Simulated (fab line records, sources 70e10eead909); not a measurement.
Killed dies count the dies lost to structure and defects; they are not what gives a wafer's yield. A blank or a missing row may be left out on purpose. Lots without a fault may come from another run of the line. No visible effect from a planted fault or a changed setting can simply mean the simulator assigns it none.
Chamber matching || flow nandHarc || NHARC_A_CHANNEL_FILL_D2_STRIP_28 on rieDiel-05 has 4 sister chambers
The step strips in O2, time 20 s. 14 wafers are shown with their chamber, then 7 later ones without.

WAFERS, EACH WITH ITS CHAMBER
{"wafer": "L078.1", "chamber": 1, "showerheadPlenumPTorr (Torr)": 3.65, "drypumpMotorCurrentA (A)": 5.4, "rfVppV (V)": 57.8}
{"wafer": "L078.3", "chamber": 0, "showerheadPlenumPTorr (Torr)": 3.53, "drypumpMotorCurrentA (A)": 5.5, "rfVppV (V)": 58.1}
{"wafer": "L078.6", "chamber": 2, "showerheadPlenumPTorr (Torr)": 3.29, "drypumpMotorCurrentA (A)": 5.7, "rfVppV (V)": 57.1}
{"wafer": "L082.2", "chamber": 3, "showerheadPlenumPTorr (Torr)": 3.35, "drypumpMotorCurrentA (A)": 5.7, "rfVppV (V)": 57.1}
{"wafer": "L082.4", "chamber": 0, "showerheadPlenumPTorr (Torr)": 3.52, "drypumpMotorCurrentA (A)": 5.5, "rfVppV (V)": 57.5}
{"wafer": "L082.5", "chamber": 0, "showerheadPlenumPTorr (Torr)": 3.52, "drypumpMotorCurrentA (A)": 5.5, "rfVppV (V)": 57.8}
{"wafer": "L086.2", "chamber": 1, "showerheadPlenumPTorr (Torr)": 3.65, "drypumpMotorCurrentA (A)": 5.4, "rfVppV (V)": 57.2}
{"wafer": "L086.5", "chamber": 3, "showerheadPlenumPTorr (Torr)": 3.34, "drypumpMotorCurrentA (A)": 5.7, "rfVppV (V)": 56.9}
{"wafer": "L086.6", "chamber": 0, "showerheadPlenumPTorr (Torr)": 3.52, "drypumpMotorCurrentA (A)": 5.5, "rfVppV (V)": 58.7}
{"wafer": "L092.2", "chamber": 3, "showerheadPlenumPTorr (Torr)": 3.34, "drypumpMotorCurrentA (A)": 5.6, "rfVppV (V)": 55.8}
{"wafer": "L092.3", "chamber": 0, "showerheadPlenumPTorr (Torr)": 3.52, "drypumpMotorCurrentA (A)": 5.5, "rfVppV (V)": 58.5}
{"wafer": "L092.4", "chamber": 1, "showerheadPlenumPTorr (Torr)": 3.64, "drypumpMotorCurrentA (A)": 5.4, "rfVppV (V)": 57.6}
{"wafer": "L095.1", "chamber": 3, "showerheadPlenumPTorr (Torr)": 3.34, "drypumpMotorCurrentA (A)": 5.7, "rfVppV (V)": 56.9}
{"wafer": "L095.3", "chamber": 0, "showerheadPlenumPTorr (Torr)": 3.51, "drypumpMotorCurrentA (A)": 5.5, "rfVppV (V)": 57.5}

SIGNATURES (means of the wafers above)
{"reading": "showerheadPlenumPTorr", "chamber 0": 3.5200, "chamber 1": 3.6467, "chamber 2": 3.2900, "chamber 3": 3.3425, "scatter within a chamber": 0.00585}
{"reading": "drypumpMotorCurrentA", "chamber 0": 5.500, "chamber 1": 5.400, "chamber 2": 5.700, "chamber 3": 5.675, "scatter within a chamber": 0.0274}
{"reading": "rfVppV", "chamber 0": 58.017, "chamber 1": 57.533, "chamber 2": 57.100, "chamber 3": 56.675, "scatter within a chamber": 0.502}
Rule: distance of a wafer from a chamber = root of the sum over the readings of ((wafer's reading minus chamber's mean) / reading's scatter) squared. The wafer belongs to the nearest chamber; if the next one is less than 2 further off, it can't be placed. The scatter: take each reading less its chamber's mean, square it, sum over the shown wafers, divide by the number of wafers less the number of chambers, and take the root.

WAFERS WHOSE CHAMBER IS MISSING
{"wafer": "L095.6", "showerheadPlenumPTorr (Torr)": 3.51, "drypumpMotorCurrentA (A)": 5.5, "rfVppV (V)": 58.1}
{"wafer": "L096.1", "showerheadPlenumPTorr (Torr)": 3.34, "drypumpMotorCurrentA (A)": 5.7, "rfVppV (V)": 56.9}
{"wafer": "L096.2", "showerheadPlenumPTorr (Torr)": 3.51, "drypumpMotorCurrentA (A)": 5.5, "rfVppV (V)": 55.5}
{"wafer": "L096.3", "showerheadPlenumPTorr (Torr)": 3.27, "drypumpMotorCurrentA (A)": 5.7, "rfVppV (V)": 57.9}
{"wafer": "L097.1", "showerheadPlenumPTorr (Torr)": 3.64, "drypumpMotorCurrentA (A)": 5.4, "rfVppV (V)": 58.6}
{"wafer": "L097.2", "showerheadPlenumPTorr (Torr)": 3.51, "drypumpMotorCurrentA (A)": 5.5, "rfVppV (V)": 57.4}
{"wafer": "L097.3", "showerheadPlenumPTorr (Torr)": 3.33, "drypumpMotorCurrentA (A)": 5.7, "rfVppV (V)": 57.2}

WHICH CHAMBER EACH WENT THROUGH
{"wafer": "L095.6", "from the rows above": 0, "in truth": 0}
{"wafer": "L096.1", "from the rows above": 3, "in truth": 3}
{"wafer": "L096.2", "from the rows above": 0, "in truth": 0}
{"wafer": "L096.3", "from the rows above": 2, "in truth": 2}
{"wafer": "L097.1", "from the rows above": 1, "in truth": 1}
{"wafer": "L097.2", "from the rows above": 0, "in truth": 0}
{"wafer": "L097.3", "from the rows above": 3, "in truth": 3}
7 of 7 placed correctly. From these rows, 0 cannot be placed. Placed wrongly: 0.
